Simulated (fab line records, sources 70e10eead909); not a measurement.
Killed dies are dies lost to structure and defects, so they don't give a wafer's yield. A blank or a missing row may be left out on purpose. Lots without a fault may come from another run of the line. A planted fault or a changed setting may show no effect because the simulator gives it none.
Which tool did it? | flow nand_harc | 23 lots, 69 wafers sampled, at 6 steps of a route of 1159

WHAT THE GAUGES READ, wafer by wafer
The record holds no reading of a measuring or inspecting step that can be judged against a usual standard deviation.

WHICH TOOL RAN EACH LOT (tool, then ch and the chambers of the sampled wafers, then the start)
lot  | NHARC_A_STAIRCASE_ETCH_15                     | NHARC_A_STAIRCASE_TRIM_16                     | NHARC_A_STAIRCASE_DESCUM_219       | NHARC_A_STAIRCASE_TRIM_229         | NHARC_A_STAIRCASE_STRIP_254          | NHARC_A_STAIRCASE_ETCH_294
L075 | rie_diel-02 ch 0,3, day 11 04:37 or earlier   | rie_diel-02 ch 0,1, day 11 04:37 or earlier   | rie_diel-05 ch 0,1,3, day 11 04:37 | rie_diel-05 ch 0,1,3, day 11 06:41 | plasma_asher-02 ch 0,1, day 11 09:40 | rie_diel-02 ch 0,1,2, no start
L074 | rie_diel-04 ch 0,1, day 11 09:33 or earlier   | rie_diel-04 ch 2,3, day 11 09:33 or earlier   | rie_diel-02 ch 0,2,3, day 11 09:33 | rie_diel-05 ch 1,2, day 11 10:42   | plasma_asher-01 ch 0,1, day 11 13:32 | rie_diel-05 ch 0,1,3, no start
L076 | rie_diel-05 ch 0,1,2, day 11 19:22 or earlier | rie_diel-05 ch 0,3, day 11 19:22 or earlier   | rie_diel-04 ch 0,1, day 11 19:22   | rie_diel-05 ch 0,2, day 11 20:40   | plasma_asher-02 ch 0,1, day 11 23:58 | rie_diel-05 ch 1,2, no start
L077 | rie_diel-02 ch 0,2,3, day 11 19:11 or earlier | rie_diel-02 ch 0,1,3, day 11 19:11 or earlier | rie_diel-05 ch 0,2,3, day 11 19:11 | rie_diel-04 ch 0,1,2, day 11 20:32 | plasma_asher-01 ch 0,1, day 11 23:26 | rie_diel-04 ch 1,2,3, no start
L080 | rie_diel-02 ch 0,2,3, day 12 10:11 or earlier | rie_diel-02 ch 0,2,3, day 12 10:11 or earlier | rie_diel-04 ch 1,2,3, day 12 10:11 | rie_diel-02 ch 2,3, day 12 11:17   | plasma_asher-01 ch 0,1, day 13 02:05 | rie_diel-05 ch 0,3, no start
L079 | rie_diel-05 ch 0,1, day 12 23:02 or earlier   | rie_diel-05 ch 0,1,2, day 12 23:02 or earlier | rie_diel-05 ch 1,2, day 12 23:02   | rie_diel-02 ch 2,3, day 13 00:11   | plasma_asher-01 ch 0,1, day 13 05:29 | rie_diel-02 ch 0,1, no start
L078 | rie_diel-02 ch 0,2,3, day 13 00:05 or earlier | rie_diel-02 ch 1,2,3, day 13 00:05 or earlier | rie_diel-05 ch 0,1,2, day 13 00:05 | rie_diel-05 ch 1,2,3, day 13 01:13 | plasma_asher-01 ch 0,1, day 13 06:04 | rie_diel-05 ch 0,1,2, no start
L081 | rie_diel-02 ch 0,1, day 13 12:28 or earlier   | rie_diel-02 ch 1,2, day 13 12:28 or earlier   | rie_diel-05 ch 0,1, day 13 12:28   | rie_diel-02 ch 0,2,3, day 13 13:40 | plasma_asher-01 ch 0,1, day 13 18:13 | rie_diel-04 ch 0,1, no start
L082 | rie_diel-05 ch 0,2,3, day 13 12:52 or earlier | rie_diel-05 ch 0,2,3, day 13 12:52 or earlier | rie_diel-05 ch 1,2,3, day 13 12:52 | rie_diel-05 ch 0,1,3, day 13 14:03 | plasma_asher-01 ch 0,1, day 13 17:25 | rie_diel-05 ch 0,1,3, no start
L083 | rie_diel-02 ch 0,1,2, day 13 13:52 or earlier | rie_diel-02 ch 0,2, day 13 13:52 or earlier   | rie_diel-04 ch 1,2, day 13 13:52   | rie_diel-05 ch 1,2,3, day 13 16:24 | plasma_asher-01 ch 0,1, day 13 20:11 | rie_diel-05 ch 2,3, no start
L084 | rie_diel-04 ch 1,2, day 14 00:29 or earlier   | rie_diel-04 ch 1,3, day 14 00:29 or earlier   | rie_diel-05 ch 0,3, day 14 00:29   | rie_diel-05 ch 0,1,3, day 14 02:19 | plasma_asher-02 ch 0,1, day 14 05:26 | rie_diel-05 ch 0,1,2, no start
L086 | rie_diel-02 ch 1,2, day 14 10:13 or earlier   | rie_diel-02 ch 0,3, day 14 10:13 or earlier   | rie_diel-02 ch 0,3, day 14 10:13   | rie_diel-02 ch 0,3, day 14 11:28   | plasma_asher-02 ch 0,1, day 14 14:32 | rie_diel-05 ch 0,1,3, no start
L087 | rie_diel-05 ch 0,2,3, day 14 11:36 or earlier | rie_diel-05 ch 1,2,3, day 14 11:36 or earlier | rie_diel-02 ch 0,2,3, day 14 11:36 | rie_diel-02 ch 0,1,2, day 14 13:02 | plasma_asher-01 ch 0,1, day 14 16:08 | rie_diel-05 ch 1,3, no start
L085 | rie_diel-05 ch 0,1,2, day 14 15:07 or earlier | rie_diel-05 ch 0,2,3, day 14 15:07 or earlier | rie_diel-02 ch 0,2,3, day 14 15:07 | rie_diel-05 ch 0,3, day 14 16:29   | plasma_asher-02 ch 0,1, day 14 19:56 | rie_diel-05 ch 0,2, no start
L088 | rie_diel-02 ch 0,2,3, day 15 00:15 or earlier | rie_diel-02 ch 0,3, day 15 00:15 or earlier   | rie_diel-04 ch 1,3, day 15 00:15   | rie_diel-05 ch 0,1,2, day 15 01:56 | plasma_asher-01 ch 1, day 15 05:35   | rie_diel-04 ch 2,3, no start
L089 | rie_diel-05 ch 0,1,2, day 15 00:32 or earlier | rie_diel-05 ch 1,2,3, day 15 00:32 or earlier | rie_diel-04 ch 0,2,3, day 15 00:32 | rie_diel-05 ch 1,2,3, day 15 02:19 | plasma_asher-02 ch 0,1, day 15 05:36 | rie_diel-04 ch 1,3, no start
L093 | rie_diel-02 ch 0,2,3, day 15 15:19 or earlier | rie_diel-02 ch 0,2,3, day 15 15:19 or earlier | rie_diel-04 ch 1,2, day 15 15:19   | rie_diel-04 ch 1,2,3, day 15 16:26 | plasma_asher-02 ch 0,1, day 15 19:17 | rie_diel-05 ch 1,2, no start
L091 | rie_diel-04 ch 2,3, day 15 16:40 or earlier   | rie_diel-04 ch 0,2,3, day 15 16:40 or earlier | rie_diel-04 ch 1,2, day 15 16:40   | rie_diel-05 ch 1,2, day 15 18:01   | plasma_asher-01 ch 0,1, day 15 21:34 | rie_diel-02 ch 0,1,2, no start
L090 | rie_diel-02 ch 2,3, day 15 16:34 or earlier   | rie_diel-02 ch 0,2,3, day 15 16:34 or earlier | rie_diel-05 ch 0,2,3, day 15 16:34 | rie_diel-02 ch 0,2,3, day 15 17:54 | plasma_asher-02 ch 0,1, day 15 21:32 | rie_diel-05 ch 1,2, no start
L092 | rie_diel-04 ch 0,1,2, day 15 19:42 or earlier | rie_diel-04 ch 2,3, day 15 19:42 or earlier   | rie_diel-05 ch 1,2,3, day 15 19:42 | rie_diel-05 ch 0,1,2, day 15 22:14 | plasma_asher-01 ch 0, day 16 01:07   | rie_diel-05 ch 0,2,3, no start
L095 | rie_diel-02 ch 1,2,3, day 16 04:24 or earlier | rie_diel-02 ch 0,2, day 16 04:24 or earlier   | rie_diel-04 ch 0,1,2, day 16 04:24 | rie_diel-04 ch 1,2,3, day 16 05:32 | plasma_asher-01 ch 0,1, day 16 08:42 | rie_diel-02 ch 2,3, no start
L094 | rie_diel-02 ch 2,3, day 16 05:40 or earlier   | rie_diel-02 ch 0,2,3, day 16 05:40 or earlier | rie_diel-04 ch 1,2, day 16 05:40   | rie_diel-04 ch 1,2,3, day 16 06:55 | plasma_asher-01 ch 0,1, day 16 09:50 | rie_diel-05 ch 1,2,3, no start
L097 | rie_diel-05 ch 0,1,3, day 16 23:28 or earlier | rie_diel-05 ch 0,2,3, day 16 23:28 or earlier | rie_diel-05 ch 0,1,3, day 16 23:28 | rie_diel-05 ch 0,1,3, day 17 00:34 | plasma_asher-01 ch 0,1, day 17 03:29 | rie_diel-04 ch 0,1,3, no start
- NHARC_A_STAIRCASE_ETCH_15: etches the open film in C4F8/O2, target depth 100 nm, time 40.5 s.
- NHARC_A_STAIRCASE_TRIM_16: chemistry O2, time 211.2 s.
- NHARC_A_STAIRCASE_DESCUM_219: chemistry O2, time 3 s.
- NHARC_A_STAIRCASE_TRIM_229: chemistry O2, time 211.2 s.
- NHARC_A_STAIRCASE_STRIP_254: strips in O2.
- NHARC_A_STAIRCASE_ETCH_294: etches the open film in C4F8/O2/Ar, target depth 4992 nm, time 1212.4 s.

WHAT THE TOOLS THEMSELVES READ (means of the sampled wafers that have a number; where no wafer has one, the mark that the record gives instead)
NHARC_A_STAIRCASE_ETCH_15. Usual: bias_w 999.4 W, standard deviation 2.9; oes_product_au 0.936 a.u., standard deviation 0.01; rf_vpp_V 897 V, standard deviation 4.3.
lot  | tool        | bias_w (W) | oes_product_au (a.u.) | rf_vpp_V (V) | flag
L075 | rie_diel-02 | 1000.0     | 0.945                 | 899          |
L074 | rie_diel-04 | 1000.2     | 0.944                 | 900          |
L076 | rie_diel-05 | 1001.0     | 0.928                 | 893          |
L077 | rie_diel-02 | 1001.6     | 0.934                 | 899          |
L080 | rie_diel-02 | 998.5      | 0.940                 | 900          |
L079 | rie_diel-05 | 999.0      | 0.938                 | 891          |
L078 | rie_diel-02 | 999.9      | 0.944                 | 900          |
L081 | rie_diel-02 | 998.7      | 0.927                 | 898          |
L082 | rie_diel-05 | 999.6      | 0.934                 | 895          |
L083 | rie_diel-02 | 998.7      | 0.947                 | 899          |
L084 | rie_diel-04 | 999.2      | 0.942                 | 899          |
L086 | rie_diel-02 | 998.5      | 0.940                 | 900          |
L087 | rie_diel-05 | 998.1      | 0.931                 | 896          |
L085 | rie_diel-05 | 999.0      | 0.913                 | 893          |
L088 | rie_diel-02 | 997.4      | 0.937                 | 900          |
L089 | rie_diel-05 | 999.7      | 0.935                 | 891          |
L093 | rie_diel-02 | 999.5      | 0.933                 | 899          |
L091 | rie_diel-04 | 996.2      | 0.941                 | 899          |
L090 | rie_diel-02 | 997.8      | 0.927                 | 898          |
L092 | rie_diel-04 | 1001.3     | 0.943                 | 898          |
L095 | rie_diel-02 | 998.2      | 0.941                 | 896          |
L094 | rie_diel-02 | 999.2      | 0.946                 | 897          |
L097 | rie_diel-05 | 999.3      | 0.925                 | 893          |

NHARC_A_STAIRCASE_TRIM_16. Usual: drypump_motor_current_A 5.6 A, standard deviation 0.49; oes_product_au 0.998 a.u., standard deviation 0.0074; rf_vpp_V 57.8 V, standard deviation 0.93; showerhead_plenum_p_Torr 3.56 Torr, standard deviation 0.12; throttle_valve_pct 17.036 %, standard deviation 0.0097.
lot  | tool        | drypump_motor_current_A (A) | oes_product_au (a.u.) | rf_vpp_V (V) | showerhead_plenum_p_Torr (Torr) | throttle_valve_pct (%) | flag
L075 | rie_diel-02 | 5.8                         | 0.991                 | 57.3         | 3.58                            | 17.035                 |
L074 | rie_diel-04 | 5.5                         | 0.999                 | 57.7         | 3.61                            | 17.046                 |
L076 | rie_diel-05 | 5.2                         | 1.000                 | 58.0         | 3.48                            | 17.036                 |
L077 | rie_diel-02 | 5.4                         | 0.991                 | 58.0         | 3.58                            | 17.030                 |
L080 | rie_diel-02 | 5.6                         | 0.993                 | 57.3         | 3.64                            | 17.037                 |
L079 | rie_diel-05 | 5.8                         | 0.993                 | 57.2         | 3.44                            | 17.031                 |
L078 | rie_diel-02 | 5.6                         | 0.997                 | 57.1         | 3.56                            | 17.032                 |
L081 | rie_diel-02 | 5.9                         | 0.999                 | 57.8         | 3.56                            | 17.046                 |
L082 | rie_diel-05 | 5.3                         | 0.999                 | 57.9         | 3.52                            | 17.028                 |
L083 | rie_diel-02 | 6.0                         | 0.999                 | 58.3         | 3.70                            | 17.037                 |
L084 | rie_diel-04 | 5.7                         | 1.002                 | 58.7         | 3.72                            | 17.040                 |
L086 | rie_diel-02 | 5.1                         | 0.998                 | 57.5         | 3.57                            | 17.035                 |
L087 | rie_diel-05 | 5.7                         | 0.994                 | 57.3         | 3.50                            | 17.042                 |
L085 | rie_diel-05 | 5.3                         | 0.996                 | 57.4         | 3.51                            | 17.036                 |
L088 | rie_diel-02 | 5.2                         | 1.003                 | 58.0         | 3.56                            | 17.025                 |
L089 | rie_diel-05 | 5.7                         | 0.994                 | 57.6         | 3.50                            | 17.031                 |
L093 | rie_diel-02 | 5.6                         | 1.002                 | 58.6         | 3.63                            | 17.038                 |
L091 | rie_diel-04 | 5.4                         | 1.011                 | 57.5         | 3.53                            | 17.044                 |
L090 | rie_diel-02 | 5.6                         | 0.997                 | 58.1         | 3.63                            | 17.031                 |
L092 | rie_diel-04 | 5.3                         | 0.995                 | 57.3         | 3.57                            | 17.039                 |
L095 | rie_diel-02 | 5.8                         | 1.001                 | 58.4         | 3.70                            | 17.038                 |
L094 | rie_diel-02 | 5.6                         | 1.008                 | 58.0         | 3.62                            | 17.026                 |
L097 | rie_diel-05 | 5.3                         | 1.002                 | 57.5         | 3.50                            | 17.032                 |

NHARC_A_STAIRCASE_DESCUM_219. Usual: drypump_motor_current_A 5.5 A, standard deviation 0.45; oes_product_au 0.995 a.u., standard deviation 0.0079; rf_vpp_V 57.9 V, standard deviation 0.95; showerhead_plenum_p_Torr 1.92 Torr, standard deviation 0.072; throttle_valve_pct 11.310 %, standard deviation 0.0084.
lot  | tool        | drypump_motor_current_A (A) | oes_product_au (a.u.) | rf_vpp_V (V) | showerhead_plenum_p_Torr (Torr) | throttle_valve_pct (%) | flag
L075 | rie_diel-05 | 5.6                         | 0.994                 | 56.8         | 1.88                            | 11.304                 |
L074 | rie_diel-02 | 5.6                         | 0.999                 | 58.6         | 1.98                            | 11.315                 |
L076 | rie_diel-04 | 5.5                         | 0.989                 | 57.7         | 1.99                            | 11.309                 |
L077 | rie_diel-05 | 5.3                         | 0.987                 | 57.9         | 1.91                            | 11.310                 |
L080 | rie_diel-04 | 5.4                         | 1.006                 | 58.3         | 1.99                            | 11.317                 |
L079 | rie_diel-05 | 6.2                         | 0.996                 | 58.2         | 1.86                            | 11.307                 |
L078 | rie_diel-05 | 5.8                         | 0.985                 | 57.6         | 1.86                            | 11.310                 |
L081 | rie_diel-05 | 6.1                         | 0.984                 | 57.8         | 1.83                            | 11.314                 |
L082 | rie_diel-05 | 5.7                         | 0.990                 | 57.8         | 1.90                            | 11.319                 |
L083 | rie_diel-04 | 5.4                         | 0.996                 | 58.4         | 2.02                            | 11.313                 |
L084 | rie_diel-05 | 5.1                         | 0.994                 | 58.1         | 1.88                            | 11.317                 |
L086 | rie_diel-02 | 5.1                         | 1.006                 | 58.5         | 1.93                            | 11.310                 |
L087 | rie_diel-02 | 5.6                         | 0.999                 | 58.0         | 1.97                            | 11.311                 |
L085 | rie_diel-02 | 5.6                         | 1.003                 | 57.2         | 1.97                            | 11.319                 |
L088 | rie_diel-04 | 5.6                         | 1.000                 | 57.6         | 2.02                            | 11.313                 |
L089 | rie_diel-04 | 5.4                         | 1.001                 | 58.4         | 1.91                            | 11.309                 |
L093 | rie_diel-04 | 5.2                         | 1.000                 | 57.9         | 1.96                            | 11.297                 |
L091 | rie_diel-04 | 5.3                         | 1.005                 | 59.1         | 1.96                            | 11.298                 |
L090 | rie_diel-05 | 5.3                         | 0.987                 | 57.3         | 1.90                            | 11.304                 |
L092 | rie_diel-05 | 5.7                         | 1.000                 | 57.4         | 1.89                            | 11.312                 |
L095 | rie_diel-04 | 5.4                         | 0.997                 | 58.0         | 1.94                            | 11.314                 |
L094 | rie_diel-04 | 5.3                         | 0.995                 | 57.3         | 1.96                            | 11.314                 |
L097 | rie_diel-05 | 5.6                         | 0.989                 | 57.9         | 1.87                            | 11.301                 |

NHARC_A_STAIRCASE_TRIM_229. Usual: drypump_motor_current_A 5.6 A, standard deviation 0.49; oes_product_au 0.995 a.u., standard deviation 0.0086; rf_vpp_V 57.8 V, standard deviation 0.87; showerhead_plenum_p_Torr 3.53 Torr, standard deviation 0.11; throttle_valve_pct 17.037 %, standard deviation 0.0099.
lot  | tool        | drypump_motor_current_A (A) | oes_product_au (a.u.) | rf_vpp_V (V) | showerhead_plenum_p_Torr (Torr) | throttle_valve_pct (%) | flag
L075 | rie_diel-05 | 5.6                         | 0.996                 | 57.7         | 3.48                            | 17.046                 |
L074 | rie_diel-05 | 6.0                         | 0.994                 | 57.2         | 3.48                            | 17.033                 |
L076 | rie_diel-05 | 5.6                         | 0.997                 | 56.7         | 3.48                            | 17.034                 |
L077 | rie_diel-04 | 5.4                         | 1.006                 | 57.8         | 3.59                            | 17.024                 |
L080 | rie_diel-02 | 5.4                         | 1.009                 | 58.1         | 3.56                            | 17.028                 |
L079 | rie_diel-02 | 5.3                         | 1.001                 | 58.4         | 3.56                            | 17.030                 |
L078 | rie_diel-05 | 5.7                         | 0.987                 | 58.1         | 3.51                            | 17.038                 |
L081 | rie_diel-02 | 5.6                         | 1.000                 | 58.2         | 3.63                            | 17.045                 |
L082 | rie_diel-05 | 5.6                         | 0.981                 | 57.6         | 3.47                            | 17.039                 |
L083 | rie_diel-05 | 5.8                         | 0.991                 | 57.1         | 3.50                            | 17.029                 |
L084 | rie_diel-05 | 5.6                         | 0.983                 | 57.1         | 3.46                            | 17.045                 |
L086 | rie_diel-02 | 5.4                         | 1.003                 | 58.1         | 3.64                            | 17.038                 |
L087 | rie_diel-02 | 6.0                         | 0.998                 | 58.2         | 3.63                            | 17.040                 |
L085 | rie_diel-05 | 5.1                         | 0.992                 | 57.5         | 3.54                            | 17.038                 |
L088 | rie_diel-05 | 5.8                         | 0.987                 | 57.1         | 3.43                            | 17.035                 |
L089 | rie_diel-05 | 5.7                         | 0.990                 | 57.5         | 3.50                            | 17.044                 |
L093 | rie_diel-04 | 5.5                         | 0.998                 | 56.9         | 3.64                            | 17.044                 |
L091 | rie_diel-05 | 5.9                         | 0.987                 | 58.0         | 3.46                            | 17.046                 |
L090 | rie_diel-02 | 5.6                         | 1.000                 | 58.0         | 3.62                            | 17.043                 |
L092 | rie_diel-05 | 5.8                         | 0.995                 | 57.9         | 3.42                            | 17.039                 |
L095 | rie_diel-04 | 5.5                         | 0.995                 | 57.7         | 3.64                            | 17.034                 |
L094 | rie_diel-04 | 5.5                         | 0.995                 | 57.8         | 3.64                            | 17.030                 |
L097 | rie_diel-05 | 5.6                         | 0.992                 | 57.5         | 3.45                            | 17.033                 |

NHARC_A_STAIRCASE_STRIP_254. Usual: drypump_motor_current_A 6.18 A, standard deviation 0.2; heater_power_w 327 W, standard deviation 19.
lot  | tool            | drypump_motor_current_A (A) | heater_power_w (W) | flag
L075 | plasma_asher-02 | 6.25                        | 314                |
L074 | plasma_asher-01 | 6.10                        | 335                |
L076 | plasma_asher-02 | 6.26                        | 314                |
L077 | plasma_asher-01 | 6.10                        | 336                |
L080 | plasma_asher-01 | 6.22                        | 330                |
L079 | plasma_asher-01 | 6.24                        | 332                |
L078 | plasma_asher-01 | 6.10                        | 326                |
L081 | plasma_asher-01 | 6.23                        | 329                |
L082 | plasma_asher-01 | 6.23                        | 330                |
L083 | plasma_asher-01 | 6.24                        | 330                |
L084 | plasma_asher-02 | 6.28                        | 312                |
L086 | plasma_asher-02 | 6.27                        | 312                |
L087 | plasma_asher-01 | 6.22                        | 330                |
L085 | plasma_asher-02 | 6.13                        | 331                |
L088 | plasma_asher-01 | 5.96                        | 320                |
L089 | plasma_asher-02 | 6.25                        | 313                |
L093 | plasma_asher-02 | 6.27                        | 315                |
L091 | plasma_asher-01 | 6.22                        | 330                |
L090 | plasma_asher-02 | 6.14                        | 334                |
L092 | plasma_asher-01 | 6.34                        | 337                |
L095 | plasma_asher-01 | 6.09                        | 322                |
L094 | plasma_asher-01 | 6.22                        | 333                |
L097 | plasma_asher-01 | 6.11                        | 326                |

NHARC_A_STAIRCASE_ETCH_294. Usual: bias_w 3000 W, standard deviation 8.9; oes_product_au 0.929 a.u., standard deviation 0.01; rf_vpp_V 1826 V, standard deviation 8.8.
lot  | tool        | bias_w (W) | oes_product_au (a.u.) | rf_vpp_V (V) | flag
L075 | rie_diel-02 | 3001       | 0.941                 | 1835         |
L074 | rie_diel-05 | 3007       | 0.926                 | 1823         |
L076 | rie_diel-05 | 3002       | 0.940                 | 1820         |
L077 | rie_diel-04 | 3004       | 0.937                 | 1836         |
L080 | rie_diel-05 | 3002       | 0.922                 | 1823         |
L079 | rie_diel-02 | 2999       | 0.925                 | 1835         |
L078 | rie_diel-05 | 3006       | 0.916                 | 1820         |
L081 | rie_diel-04 | 3004       | 0.939                 | 1828         |
L082 | rie_diel-05 | 2996       | 0.929                 | 1822         |
L083 | rie_diel-05 | 2992       | 0.923                 | 1831         |
L084 | rie_diel-05 | 2998       | 0.921                 | 1819         |
L086 | rie_diel-05 | 3000       | 0.926                 | 1822         |
L087 | rie_diel-05 | 2996       | 0.921                 | 1826         |
L085 | rie_diel-05 | 2999       | 0.925                 | 1823         |
L088 | rie_diel-04 | 3006       | 0.928                 | 1829         |
L089 | rie_diel-04 | 2994       | 0.925                 | 1838         |
L093 | rie_diel-05 | 3002       | 0.931                 | 1822         |
L091 | rie_diel-02 | 3002       | 0.929                 | 1833         |
L090 | rie_diel-05 | 3011       | 0.928                 | 1818         |
L092 | rie_diel-05 | 2991       | 0.940                 | 1824         |
L095 | rie_diel-02 | 2992       | 0.930                 | 1827         |
L094 | rie_diel-05 | 2993       | 0.923                 | 1823         |
L097 | rie_diel-04 | 3009       | 0.933                 | 1832         |

THE ANSWER, worked out from the rows above alone
Rule: a lot is off if the mean of its wafers that have a number lies more than 3 standard deviations from the usual mean. A lot without any number at a reading at which 4 lots or more have one is off too. The other lots that the step has rows for count as sound. The gauges are gone through in route order, then the tools' own readings, and for those a lot's mean is taken as printed above. The first step at which some lot is off is used, and at that step the reading that is off furthest; a lot without a number counts as furthest.
No lot is off at any reading shown: from this, nothing can be told.

WHAT THE SIMULATOR HAD PUT IN
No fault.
